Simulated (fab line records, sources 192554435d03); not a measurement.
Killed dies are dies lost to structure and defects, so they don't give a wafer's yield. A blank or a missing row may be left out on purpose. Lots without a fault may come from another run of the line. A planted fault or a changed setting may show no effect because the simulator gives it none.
A struck lot beside a sound one | flow n5_finfet | 21 steps out of a route of 1938
Sound: wafers L396.3, L396.4, L396.6. Struck: wafers L414.4, L414.5, L414.6. The cause comes at the end.
At each step with rows: each side's tool, then ch and its chambers, then its first start. Under that, the readings that differ: sound wafers | struck wafers | difference of the means | sigmas: that difference in standard deviations of wafers without a fault.
alike: readings whose means differ by less than 2 such deviations, and words and numbers that are the same on both sides. not compared: withheld readings, readings that some wafer has no value for, bounds like >300 that may hide the same value, and numbers for which the record gives no deviation and whose values overlap.
The two part at a step that has a row with sigmas, a row that says differs or no value, or rows on one side only. Numbers that don't overlap but have no deviation are shown without sigmas and don't part them. A reading that every wafer of one side lacks parts them only if that side has two wafers or more.

first, 10 steps without rows for these wafers: N5_SD_EPI_N_SRD_20 (time 30 s); N5_SD_EPI_N_PRECLEAN_48 (cleans in NF3:NH3, afs cycles 2, time 20 s, sublimation time 60 s); N5_SD_EPI_N_VAPOR_ETCH_50 (etches Si in HCl, time 54 s); N5_SD_EPI_N_EPI_21 (deposits Si:P, time 690 s); N5_SD_EPI_N_PRECLEAN_24 (cleans in O3/DIW, time 60 s); N5_SD_EPI_N_SRD_25 (time 30 s); N5_SD_EPI_N_PRECLEAN_49 (cleans in NF3:NH3, afs cycles 1, time 20 s, sublimation time 60 s); N5_SD_EPI_N_LINER_46 (material SiNx, target thk 3 nm); N5_SD_EPI_P_COAT_34 (time 60 s, resist thk 350 nm); N5_SD_EPI_P_COAT_35 (time 60 s, resist thk 35 nm).
N5_SD_EPI_P_COAT_03: resist thk 150 nm.
  sound on litho_track-04 ch 0, day 3 05:31; struck on litho_track-04 ch 0, day 7 18:44
  reading                                             | sound                | struck               | difference | sigmas
  spin_speed_rpm (rpm)                                | 1500.4 1500.4 1500.6 | 1466.9 1465.5 1467.8 | -33.7      | -39
  model.CAR-ArF-block_of_SD_EPI_P_COAT_03.thk_nm (nm) | 150.2 150.2 149.6    | 151.8 151.8 152      | +1.9       |
then, 6 steps without rows for these wafers: N5_SD_EPI_P_EBR_05; N5_SD_EPI_P_SOFTBAKE_04 (time 60 s); N5_SD_EPI_P_EXPOSE_06 (exposes mask SD P BLK, target cd 240 nm); N5_SD_EPI_P_PEB_07 (peb time 60 s); N5_SD_EPI_P_DEVELOP_08 (develop time 30 s); N5_SD_EPI_P_DESCUM_14 (chemistry O2, time 7.9 s).
N5_SD_EPI_P_ETCH_36: etches SiARC in CF4, target depth 45.5 nm, time 75.8 s.
  sound on rie_diel-03 ch 1,3, day 3 06:27; struck on rie_diel-05 ch 0,2,3, day 7 19:09
  reading                                             | sound         | struck            | difference | sigmas
  model.CAR-ArF-block_of_SD_EPI_P_COAT_03.thk_nm (nm) | 111 111 110.6 | 112.8 112.6 112.8 | +1.9       |
  alike: cf4_flow_sccm, drypump_motor_current_A, etch_rf_on_time_s, oes_product_au, rf_vpp_V, showerhead_plenum_p_Torr, throttle_valve_pct
  not compared: rf_hours_counter_h
then, 1 step without rows for these wafers: N5_SD_EPI_P_ETCH_37 (etches SOC in N2/H2, overetch 108 nm, time 486 s).
-- the record jumps here: 5 days lie between the struck wafers' starts before and after (it left off in module SD_EPI_P and takes up again in module BEOL_M4, whose first step shown is number 1111 of the route) --
N5_BEOL_M4_RC_MEAS_101:
  sound on prober-02 ch 0, day 7 17:29; struck on prober-01 ch 0, day 12 13:04
  alike: DIBL_N, DIBL_P, IOFF_N, IOFF_P, ION_N, ION_P, SS_N, SS_P, VT_N, VT_P
then, 1 step without rows for these wafers: N5_PASSIVATION_PROBE_49.

WHERE THEY PART
Only at N5_SD_EPI_P_COAT_03, within this record. Later steps at which nothing parts them and some readings are alike: N5_SD_EPI_P_ETCH_36, N5_BEOL_M4_RC_MEAS_101.

WHY: what the simulator had put in
Process parameter drift: litho_track-04, from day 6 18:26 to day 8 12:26, at N5_SD_EPI_P_COAT_03. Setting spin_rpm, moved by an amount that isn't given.
